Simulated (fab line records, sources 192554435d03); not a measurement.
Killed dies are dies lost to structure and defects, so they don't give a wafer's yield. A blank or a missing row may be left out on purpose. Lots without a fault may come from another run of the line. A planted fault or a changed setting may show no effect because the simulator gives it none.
Split-lot experiment | flow n5_finfet | 7 lots, 21 wafers read, on a route of 1938 steps

THE SPLIT
At N5_BEOL_M5_COAT_05 (resist thk 30 nm), the setting spin_rpm was moved away from the recipe's 1500 rpm on 4 of the 21 wafers read, by -8.9% to +8.2%. The other wafers ran this setting at the recipe's value.

FROM THE SPLIT TO THE READING: what the file shows between them, 5 steps
- N5_BEOL_M5_EBR_07
- N5_BEOL_M5_SOFTBAKE_06: time 60 s
- N5_BEOL_M5_EXPOSE_08: exposes mask M5, target cd 28 nm
- N5_BEOL_M5_PEB_09: peb time 60 s
- N5_BEOL_M5_DEVELOP_10: develop time 30 s

THE READING
CAR-EUV_of_BEOL_M5_COAT_05.thk_nm (the simulator's own value, which no gauge read), in nm, at N5_BEOL_M5_DESCUM_16 (chemistry O2, time 7 s). The file gives no usual value for it. The 17 wafers here that ran the recipe average 26.2 nm, standard deviation 0.26 nm.

wafer  | tool, chamber at the split | spin_rpm as run, rpm | against the recipe | CAR-EUV_of_BEOL_M5_COAT_05.thk_nm, nm | against lot-mates on the recipe
L076.3 | litho_track-04, 0          | 1500                 | recipe             | 26                                    | -
L076.5 | litho_track-04, 0          | 1623                 | +8.2%              | 24.8                                  | -1.3
L076.6 | litho_track-04, 0          | 1500                 | recipe             | 26.2                                  | -
L077.1 | litho_track-05, 0          | 1500                 | recipe             | 26.4                                  | -
L077.4 | litho_track-05, 0          | 1500                 | recipe             | 26.4                                  | -
L077.3 | litho_track-05, 0          | 1588                 | +5.9%              | 25.2                                  | -1.2
L080.3 | litho_track-05, 0          | 1500                 | recipe             | 25.8                                  | -
L080.4 | litho_track-05, 0          | 1500                 | recipe             | 25.8                                  | -
L080.6 | litho_track-05, 0          | 1500                 | recipe             | 26                                    | -
L079.2 | litho_track-01, 0          | 1500                 | recipe             | 26                                    | -
L079.4 | litho_track-01, 0          | 1500                 | recipe             | 26                                    | -
L079.6 | litho_track-01, 0          | 1500                 | recipe             | 26                                    | -
L083.3 | litho_track-05, 0          | 1500                 | recipe             | 26.2                                  | -
L083.4 | litho_track-05, 0          | 1500                 | recipe             | 26.2                                  | -
L083.5 | litho_track-05, 0          | 1500                 | recipe             | 26.2                                  | -
L092.1 | litho_track-01, 0          | 1500                 | recipe             | 26.8                                  | -
L092.4 | litho_track-01, 0          | 1500                 | recipe             | 26.6                                  | -
L092.5 | litho_track-01, 0          | 1500                 | recipe             | 26                                    | -
L097.4 | litho_track-04, 0          | 1366                 | -8.9%              | 28                                    | +1.6
L097.5 | litho_track-04, 0          | 1366                 | -8.9%              | 27.6                                  | +1.2
L097.6 | litho_track-04, 0          | 1500                 | recipe             | 26.4                                  | -

THE FIT
A straight line over all 21 wafers: CAR-EUV_of_BEOL_M5_COAT_05.thk_nm changes by -0.176 nm for each +1% of spin_rpm; r = -0.93; the points scatter about the line by 0.26 nm.
The same after taking each lot's own level away (the mean of its wafers on the recipe; 21 wafers): -0.164 nm for each +1%; r = -0.96; scatter 0.17 nm.
On that fit, the largest move of spin_rpm shifts the reading by 1.5 nm.
The lots' own levels span 25.87 to 26.47 nm, that is 2.3 times the standard deviation above.
So the lot-to-lot level changes the slope little: the two slopes agree.
Check: with one of the wafers moved furthest among these (-8.9%) left out of the fit, the line predicts +1.37 nm for it against its lot-mates. It came out at +1.6 nm against them.

THE WHOLE CHAIN: every reading that the file lists as answering this split, in the file's order
step                  | what it does           | reading                                                                            | change (the file's fit)               | r (the file's)
N5_BEOL_M5_COAT_05    | resist thk 30 nm       | CAR-EUV_of_BEOL_M5_COAT_05.thk_nm (the simulator's own value, which no gauge read) | -0.149 nm for each +1% of the setting | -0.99
N5_BEOL_M5_DEVELOP_10 | develop time 30 s      | CAR-EUV_of_BEOL_M5_COAT_05.thk_nm (the simulator's own value, which no gauge read) | -0.159 nm for each +1% of the setting | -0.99
N5_BEOL_M5_DESCUM_16  | chemistry O2, time 7 s | CAR-EUV_of_BEOL_M5_COAT_05.thk_nm (the simulator's own value, which no gauge read) | -0.166 nm for each +1% of the setting | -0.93

THE FILE'S OWN FIT
CAR-EUV_of_BEOL_M5_COAT_05.thk_nm changes by -0.166 nm for each +1% of spin_rpm, r = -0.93.
